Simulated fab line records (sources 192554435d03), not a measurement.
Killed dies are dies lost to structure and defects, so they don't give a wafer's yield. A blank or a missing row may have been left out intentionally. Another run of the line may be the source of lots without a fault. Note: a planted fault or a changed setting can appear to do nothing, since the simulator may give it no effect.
fab line records    flow n5Finfet
record: lots: 9  wafers: 27  lastDay: 18
route steps=1938 shown SDB@347 DUMMY_REMOVAL@381 BEOL_M4@1111
lots with no fault: from the same line, run without faults
startH: hours from the record's first day to the start of the lot's first wafer shown    waitH: time in hours since the lot's previous step    " same as the row above    L1.1+2: one row covering several wafers at once    - either no value or no given start    * or withheld: withheld    < > ~ a bound
route shown NAME@n: a module of which the file shows steps, and the number in the route of the first    usual: mean/standard deviation of fault-free wafers    same: alike in all rows    chamber/n: place in a boat    sites: readings site by site    _std_site: their standard deviation    _edge_site: mean of outer sites minus mean of inner sites    radiusMm: how far each site lies from the wafer's centre    mask NAME#n: copy n    behind: the most recent tool/chamber to have shaped the wafer    hold: reason for holding the lot/hours on hold/outcome of the hold    device: the transistor (n, p or np) that didn't switch    end of line: the route-end tests of the same wafers    a step without rows: its recipe alone    killed: the dies lost at the first sort to structure and to defects; this is not the yield of the wafer    map: per-die view of a wafer (x killed, . not killed, _ where there is no die)
set.NAME: setting as actually run; set.NAME@STEP: the setting as run at that earlier step    model.NAME: the simulator's own value behind a step, which no gauge read
steps of the route over a sample of lots; a table a step, a row a wafer
services: when a tool's chamber went out of use (startH, in hours from the record's first day, below 0 if earlier), for how many hours, and the reason
== steps ==
step: N5_SDB_HM_DEP_00
recipe: material: SiNx  targetThkA: 400  tempC: 400  precursor: SiH4/NH3/N2  pressureTorr: 1.5  rfW: 300  timeS: 35.3
usual: heaterPowerW: 783/83  showerheadPlenumPTorr: 5.16/0.053  showerheadVppV: 1093/33  susceptorTempC: 400.03/0.21  throttleValvePct: 39.5/2.5
lot.wafer  tool      chamber  startH  waitH  heaterPowerW  showerheadPlenumPTorr  showerheadVppV  susceptorTempC  throttleValvePct
L866.3     pecvd-03  0        75.86   0.1    730           5.19                   1063            400.04          37.6
L866.4     "         1        "       "      893           5.24                   1112            400.35          39.8
L866.6     "         1        "       "      884           5.24                   1098            400.24          39.9
L868.4     pecvd-03  1        88.91   0.1    908           5.26                   1117            400.09          40.1
L868.5     "         0        "       "      691           5.18                   1083            399.87          37.9
L868.6     "         2        "       "      768           5.15                   1204            400.32          34.7
L873.2     pecvd-04  0        121.66  0.0    907           5.13                   1035            399.87          43.4
L873.5     "         0        "       "      911           5.14                   1049            399.99          43.3
L873.6     "         2        "       "      817           5.17                   1109            400.05          37.2
L874.1     pecvd-01  0        124.82  0.0    850           5.11                   1080            400.24          43.2
L874.3     "         1        "       "      695           5.04                   1085            400.02          38.6
L874.6     "         1        "       "      711           5.05                   1080            399.89          38.8
L876.3     pecvd-01  0        143.97  0.0    871           5.10                   1080            399.70          43.2
L876.4     "         2        "       "      791           5.19                   1114            400.23          38.7
L876.5     "         0        "       "      856           5.10                   1071            399.79          43.4
L877.2     pecvd-04  0        147.46  0.0    918           5.13                   1036            399.75          43.3
L877.3     "         1        "       "      738           5.17                   1123            400.23          38.2
L877.6     "         2        "       "      794           5.19                   1106            399.91          37.1
L882.3     pecvd-01  1        173.90  0.0    701           5.06                   1114            400.36          39.0
L882.4     "         0        "       "      819           5.10                   1063            400.44          43.2
L882.6     "         1        "       "      697           5.05                   1079            400.26          38.9
L886.1     pecvd-04  2        198.67  0.0    819           5.20                   1093            399.74          37.5
L886.2     "         1        "       "      687           5.18                   1138            400.39          38.2
L886.3     "         0        "       "      934           5.13                   1043            399.90          43.5
L887.1     pecvd-04  2        202.84  0.0    711           5.19                   1103            400.28          37.0
L887.2     "         0        "       "      817           5.15                   1040            400.09          43.4
L887.4     "         2        "       "      722           5.19                   1069            400.05          37.4
step: N5_SDB_HM_OPEN_20
recipe: chemistry: CH3F/O2  target: SiNx  maskMaterial: SOC  targetDepthA: 240  stopOn: poly-Si  overEtchFrac: 0.4  ionEnergyEv: 120  pressureMtorr: 30  sourceW: 395  biasW: 73  Ar_flow_sccm: 150  CH3F_flow_sccm: 30  O2_flow_sccm: 20
usual: chamberPressureMTorr: 30.001/0.027  drypumpMotorCurrentA: 5.7/0.44  oesProductAu: 0.62/0.052  rfVppV: 297.2/2.3  showerheadPlenumPTorr: 1.97/0.031  throttleValvePct: 16.41/0.24
lot.wafer  tool        chamber  startH  waitH  chamberPressureMTorr  drypumpMotorCurrentA  oesProductAu  rfHoursCounterH  rfVppV  showerheadPlenumPTorr  throttleValvePct
L866.3     rieDiel-01  1        76.95   0.0    29.975                5.7                   0.60          208              299.5   1.97                   16.41
L866.4     "           0        "       "      29.977                6.6                   0.80          8                297.4   1.97                   15.84
L866.6     "           3        "       "      29.997                4.8                   0.64          -                298.1   2.00                   16.47
L868.4     rieDiel-01  3        89.68   0.0    30.035                4.8                   0.63          -                299.2   2.00                   16.49
L868.5     "           2        "       "      29.979                5.7                   0.57          -                295.2   1.98                   16.76
L868.6     "           0        "       "      30.017                6.5                   0.77          -                297.7   1.96                   15.86
L873.2     rieDiel-05  1        122.31  0.0    30.010                6.0                   0.58          234              298.5   1.97                   16.42
L873.5     "           2        "       "      30.002                5.1                   0.61          -                298.2   1.91                   16.39
L873.6     "           1        "       "      29.995                6.0                   0.60          -                299.9   1.97                   16.42
L874.1     rieDiel-01  0        125.69  0.0    30.008                6.5                   0.73          26               298.0   1.96                   15.88
L874.3     "           3        "       "      29.975                4.8                   0.61          174              298.8   1.99                   16.50
L874.6     "           1        "       "      30.042                5.7                   0.58          -                299.0   1.97                   16.42
L876.3     rieDiel-02  1        144.74  0.0    30.025                6.1                   0.60          150              299.2   2.00                   16.16
L876.4     "           0        "       "      30.011                5.7                   0.66          100              295.5   1.94                   16.31
L876.5     "           1        "       "      30.020                6.1                   0.61          -                300.6   2.00                   16.16
L877.2     rieDiel-02  2        148.80  0.0    30.028                5.9                   0.61          161              293.1   2.00                   16.76
L877.3     "           3        "       "      29.987                6.1                   0.63          107              296.8   2.02                   16.25
L877.6     "           0        "       "      30.016                5.6                   0.67          -                296.1   1.94                   16.33
L882.3     rieDiel-02  2        174.66  0.0    29.999                6.0                   0.60          171              294.1   2.00                   16.79
L882.4     "           0        "       "      29.944                5.7                   0.65          110              296.8   1.93                   16.35
L882.6     "           2        "       "      30.001                6.0                   0.61          -                293.1   2.00                   16.77
L886.1     rieDiel-02  1        199.43  0.0    29.974                6.1                   0.58          169              298.4   2.00                   16.20
L886.2     "           0        "       "      29.969                5.6                   0.63          119              296.1   1.93                   16.34
L886.3     "           3        "       "      30.061                6.1                   0.62          124              297.0   2.01                   16.28
L887.1     rieDiel-02  3        203.61  0.0    30.046                6.0                   0.62          126              296.1   2.01                   16.26
L887.2     "           1        "       "      29.983                6.1                   0.58          171              299.1   2.00                   16.20
L887.4     "           0        "       "      29.978                5.6                   0.64          121              296.3   1.93                   16.39
step: N5_SDB_STRIP_22
recipe: chemistry: N2/H2  powerW: 1000  tempC: 250  h2Frac: 0.65  overashFraction: 0.3  pressureMtorr: withheld  n2FlowSccm: 1750  h2FlowSccm: 3250
usual: drypumpMotorCurrentA: 5.7/0.41  heaterPowerW: 334/36  oesProductAu: 0.715/0.005  stripTimeToEndpointS: 96.2/0.33
lot.wafer  tool            chamber  startH  waitH  drypumpMotorCurrentA  heaterPowerW  oesProductAu  rfHoursCounterH  stripTimeToEndpointS
L866.3     plasmaAsher-02  0        77.07   0.1    5.5                   340           0.712         -                96.2
L866.4     "               1        "       "      5.3                   288           0.713         -                96.1
L866.6     "               1        "       "      5.3                   289           0.716         -                96.1
L868.4     plasmaAsher-01  1        89.77   0.1    5.6                   391           0.722         -                96.6
L868.5     "               0        "       "      6.3                   325           0.716         -                97.0
L868.6     "               1        "       "      5.6                   395           0.721         -                96.5
L873.2     plasmaAsher-02  1        122.39  0.1    5.3                   287           0.716         44               96.0
L873.5     "               0        "       "      5.4                   349           0.718         -                95.8
L873.6     "               1        "       "      5.2                   292           0.717         -                96.0
L874.1     plasmaAsher-02  0        125.77  0.1    5.4                   335           0.713         45               96.2
L874.3     "               0        "       "      5.4                   339           0.718         -                95.9
L874.6     "               0        "       "      5.4                   338           0.713         -                96.5
L876.3     plasmaAsher-02  0        144.86  0.1    5.5                   349           0.728         -                94.0
L876.4     "               1        "       "      5.2                   294           0.731         -                93.9
L876.5     "               0        "       "      5.4                   336           0.728         -                93.9
L877.2     plasmaAsher-02  1        148.88  0.1    5.3                   287           0.732         49               94.1
L877.3     "               0        "       "      5.5                   341           0.731         -                93.6
L877.6     "               0        "       "      5.4                   338           0.725         -                93.1
L882.3     plasmaAsher-01  0        174.79  0.1    6.3                   316           0.709         -                96.5
L882.4     "               1        "       "      5.6                   389           0.717         -                95.8
L882.6     "               0        "       "      6.3                   322           0.720         -                96.3
L886.1     plasmaAsher-01  1        199.52  0.1    5.6                   384           0.720         105              96.2
L886.2     "               0        "       "      6.3                   316           0.710         105              95.8
L886.3     "               0        "       "      6.3                   312           0.723         -                96.3
L887.1     plasmaAsher-01  0        203.69  0.1    6.3                   324           0.719         106              95.9
L887.2     "               1        "       "      5.6                   395           0.709         106              96.3
L887.4     "               1        "       "      5.6                   399           0.716         -                96.0
step: N5_DUMMY_REMOVAL_INSPECT_06
recipe: inspectInstrument: brightfield  mode: aei
usual: rawDefectCount: 12/5.1
lot.wafer  tool              chamber  startH  waitH  rawDefectCount
L866.3     defectInspect-02  -        81.05   0.0    9
L866.4     "                 -        "       "      5
L866.6     "                 -        "       "      19
L868.4     defectInspect-02  -        93.51   0.0    9
L868.5     "                 -        "       "      7
L868.6     "                 -        "       "      17
L873.2     defectInspect-02  -        126.21  0.0    8
L873.5     "                 -        "       "      18
L873.6     "                 -        "       "      14
L874.1     defectInspect-02  -        129.55  0.0    8
L874.3     "                 -        "       "      10
L874.6     "                 -        "       "      12
L876.3     defectInspect-02  -        148.79  0.0    9
L876.4     "                 -        "       "      16
L876.5     "                 -        "       "      14
L877.2     defectInspect-01  -        152.76  0.0    12
L877.3     "                 -        "       "      5
L877.6     "                 -        "       "      10
L882.3     defectInspect-02  -        178.54  0.0    9
L882.4     "                 -        "       "      6
L882.6     "                 -        "       "      10
L886.1     defectInspect-02  -        203.95  0.0    20
L886.2     "                 -        "       "      12
L886.3     "                 -        "       "      4
L887.1     defectInspect-01  -        207.74  0.0    9
L887.2     "                 -        "       "      10
L887.4     "                 -        "       "      10
step: N5_BEOL_M4_RC_MEAS_101
usual: DIBL_N: 36.5/1.4  DIBL_P: 36.5/1.6  IOFF_N: 0.163/0.022  IOFF_P: 0.219/0.029  ION_N: 675/8.3  ION_P: 464/6.2  SS_N: 71.5/0.52  SS_P: 73.4/0.57  VT_N: 249.7/2.6  VT_P: -250/3
lot.wafer  tool       chamber  startH  waitH  DIBL_N[mV/V]  DIBL_P[mV/V]  IOFF_N[nA/um]  IOFF_P[nA/um]  ION_N[uA/um]  ION_P[uA/um]  SS_N[mV/dec]  SS_P[mV/dec]  VT_N[mV]  VT_P[mV]
L866.3     prober-01  0        183.48  0.3    37.4          38.1          0.189          0.216          673           455           72.7          73.7          247.7     -251
L866.4     "          0        "       "      34.2          34.8          0.134          0.174          666           453           71.4          73.3          251.4     -255
L866.6     "          0        "       "      36.5          38.0          0.174          0.213          676           461           72.3          73.4          250.6     -251
L868.4     prober-02  0        211.63  0.5    38.0          38.5          0.187          0.234          682           462           72.1          74.0          247.6     -249
L868.5     "          0        "       "      37.2          37.4          0.190          0.208          691           466           72.5          72.4          245.4     -251
L868.6     "          0        "       "      37.7          38.7          0.194          0.236          687           461           72.0          73.9          246.8     -251
L874.1     prober-02  0        237.77  0.0    37.1          37.8          0.162          0.220          679           462           72.3          73.8          251.9     -250
L874.3     "          0        "       "      37.1          37.8          0.166          0.226          674           471           71.2          73.8          248.4     -250
L874.6     "          0        "       "      36.8          37.4          0.162          0.211          685           466           71.0          73.7          249.9     -251
L873.2     prober-02  0        240.40  0.2    38.6          37.9          0.185          0.256          682           467           72.0          74.1          248.0     -250
L873.5     "          0        "       "      36.2          34.9          0.140          0.201          674           464           71.2          73.1          251.5     -250
L873.6     "          0        "       "      37.8          37.6          0.179          0.246          683           475           71.0          73.8          251.6     -249
L877.2     prober-01  0        246.60  0.2    34.8          35.5          0.147          0.234          664           466           71.8          73.1          249.3     -247
L877.3     "          0        "       "      35.3          36.7          0.165          0.258          683           474           72.0          73.3          247.6     -245
L877.6     "          0        "       "      36.8          38.5          0.186          0.295          668           473           73.2          73.8          245.2     -242
L876.3     prober-02  0        248.31  0.3    35.3          34.8          0.152          0.225          682           475           71.4          72.7          248.2     -247
L876.4     "          0        "       "      36.1          35.7          0.169          0.241          677           469           71.4          73.3          247.0     -247
L876.5     "          0        "       "      35.1          34.3          0.143          0.211          679           467           71.5          72.6          249.3     -250
L882.3     prober-01  0        283.00  0.3    37.9          38.8          0.177          0.227          684           464           71.6          73.8          247.7     -250
L882.4     "          0        "       "      38.4          39.5          0.187          0.243          682           465           71.8          74.3          247.3     -249
L882.6     "          0        "       "      39.1          39.8          0.197          0.247          685           468           71.8          74.1          247.4     -246
L886.1     prober-02  0        310.36  0.0    35.7          37.9          0.170          0.230          681           472           72.5          73.4          250.1     -248
L886.2     "          0        "       "      33.3          34.6          0.127          0.184          675           467           71.0          72.6          252.1     -251
L886.3     "          0        "       "      35.0          36.6          0.151          0.217          675           465           71.1          73.3          250.0     -249
L887.1     prober-02  0        316.72  0.0    36.6          35.7          0.149          0.218          661           460           71.8          73.4          251.6     -250
L887.2     "          0        "       "      37.2          36.7          0.164          0.243          665           458           72.8          73.9          250.0     -248
L887.4     "          0        "       "      34.9          33.8          0.132          0.196          667           467           71.7          72.7          254.0     -251
== services ==
tool            chamber  startH  hours  kind
pecvd-01        1        54.63   5.5    scheduledDown
rieDiel-02      -        55.82   15.6   pm
rieDiel-05      0        62.35   5.0    repair
plasmaAsher-02  -        77.58   0.3    repair
rieDiel-01      1        88.68   15.3   repair
plasmaAsher-02  -        89.32   2.0    repair
plasmaAsher-02  -        92.62   0.3    repair
pecvd-03        1        122.13  5.5    scheduledDown
rieDiel-01      1        126.77  8.7    repair
plasmaAsher-01  -        130.10  3.4    repair
rieDiel-01      2        136.93  -      clean
rieDiel-01      2        136.93  -      consumableReplace:focusRing
rieDiel-01      2        136.93  22.3   scheduledDown
rieDiel-01      2        136.93  22.3   ventCycle
rieDiel-05      0        141.50  9.7    repair
pecvd-01        2        153.56  4.9    repair
pecvd-01        1        155.27  2.1    scheduledDown
rieDiel-05      1        163.92  15.8   repair
plasmaAsher-02  -        164.43  2.8    pm
plasmaAsher-01  -        167.18  2.8    pm
rieDiel-05      1        184.07  -      clean
rieDiel-05      1        184.07  -      consumableReplace:focusRing
rieDiel-05      1        184.07  21.9   scheduledDown
pecvd-03        1        194.71  2.1    scheduledDown
== key ==
firstSign: step: N5_SDB_STRIP_22  reading: stripTimeToEndpointS  direction: down  sigmas: 7.2  usual: *  struck: *
effect: step: N5_SDB_STRIP_22  reading: oesProductAu  direction: up  sigmas: 2.9  usual: 0.715  struck: 0.729
metAt N5_SDB_STRIP_22
struckLots L876,L877
notActingAt N5_SDB_HM_DEP_00,N5_SDB_HM_OPEN_20,N5_DUMMY_REMOVAL_INSPECT_06
onsetBetween 125.77 144.86
fault: kind: processParameterDrift  tool: plasmaAsher-02  chamber: -  onsetH: 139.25  steps: N5_SDB_STRIP_22  channel: powerW  offset: *  shape: step  endH: 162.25  actsIn: *  stated: *
